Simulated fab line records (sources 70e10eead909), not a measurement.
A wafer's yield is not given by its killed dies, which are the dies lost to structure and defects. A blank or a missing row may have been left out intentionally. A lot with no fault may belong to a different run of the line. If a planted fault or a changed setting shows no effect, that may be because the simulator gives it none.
Chamber matching + flow nandHarc + rieDiel-13 running NHARC_A_BLC_STRIP_21: 4 sister chambers
The step strips in O2. 18 wafers are shown with their chamber, then 9 later ones without.

EACH WAFER AND ITS CHAMBER
| wafer  | chamber | showerheadPlenumPTorr (Torr) | drypumpMotorCurrentA (A) | oesProductAu (a.u.) |
|--------|---------|------------------------------|--------------------------|---------------------|
| L077.3 | 2       | 3.34                         | 6.2                      | 0.994               |
| L077.5 | 0       | 3.38                         | 5.7                      | 1.003               |
| L077.6 | 3       | 3.49                         | 5.1                      | 1.002               |
| L080.1 | 3       | 3.49                         | 5.0                      | 0.993               |
| L080.2 | 0       | 3.38                         | 5.8                      | 0.993               |
| L080.3 | 2       | 3.34                         | 6.2                      | 1.008               |
| L082.3 | 3       | 3.48                         | 5.1                      | 0.986               |
| L082.4 | 0       | 3.38                         | 5.7                      | 1.002               |
| L082.5 | 0       | 3.38                         | 5.8                      | 1.006               |
| L081.1 | 1       | 3.46                         | 5.1                      | 0.990               |
| L081.3 | 0       | 3.38                         | 5.7                      | 0.999               |
| L081.5 | 2       | 3.34                         | 6.2                      | 0.999               |
| L085.2 | 2       | 3.34                         | 6.2                      | 1.007               |
| L085.5 | 0       | 3.38                         | 5.7                      | 1.008               |
| L085.6 | 3       | 3.48                         | 5.1                      | 1.006               |
| L088.3 | 1       | 3.46                         | 5.0                      | 0.977               |
| L088.4 | 2       | 3.34                         | 6.2                      | 1.003               |
| L088.5 | 0       | 3.38                         | 5.7                      | 0.999               |

SIGNATURES, as means of the wafers listed above
| reading               | chamber 0 | chamber 1 | chamber 2 | chamber 3 | scatter within a chamber |
|-----------------------|-----------|-----------|-----------|-----------|--------------------------|
| showerheadPlenumPTorr | 3.3800    | 3.4600    | 3.3400    | 3.4850    | 0.00267                  |
| drypumpMotorCurrentA  | 5.729     | 5.050     | 6.200     | 5.075     | 0.0437                   |
| oesProductAu          | 1.00143   | 0.98350   | 1.00220   | 0.99675   | 0.00661                  |
Rule: distance of a wafer from a chamber = root of the sum over the readings of ((wafer's reading minus chamber's mean) / reading's scatter) squared. The wafer belongs to the nearest chamber; if the next one is less than 2 further off, it can't be placed. The scatter is the square root of a quotient: the sum, over the shown wafers, of each reading's squared deviation from its chamber's mean, divided by wafers minus chambers.

WAFERS WHOSE CHAMBER IS MISSING
| wafer  | showerheadPlenumPTorr (Torr) | drypumpMotorCurrentA (A) | oesProductAu (a.u.) |
|--------|------------------------------|--------------------------|---------------------|
| L093.4 | 3.38                         | 5.8                      | 1.004               |
| L093.5 | 3.46                         | 5.0                      | 0.997               |
| L093.6 | 3.38                         | 5.8                      | 1.010               |
| L094.1 | 3.48                         | 5.1                      | 1.000               |
| L094.2 | 3.34                         | 6.2                      | 0.998               |
| L094.3 | 3.37                         | 5.7                      | 1.001               |
| L095.1 | 3.46                         | 5.0                      | 1.006               |
| L095.4 | 3.34                         | 6.2                      | 1.003               |
| L095.6 | 3.48                         | 5.1                      | 0.994               |

CHAMBER TAKEN BY EACH
| wafer  | from the rows above | in truth |
|--------|---------------------|----------|
| L093.4 | 0                   | 0        |
| L093.5 | 1                   | 1        |
| L093.6 | 0                   | 0        |
| L094.1 | 3                   | 3        |
| L094.2 | 2                   | 2        |
| L094.3 | 0                   | 0        |
| L095.1 | 1                   | 1        |
| L095.4 | 2                   | 2        |
| L095.6 | 3                   | 3        |
9 of 9 placed correctly. Number that these rows cannot place: 0. Wrongly placed: 0.
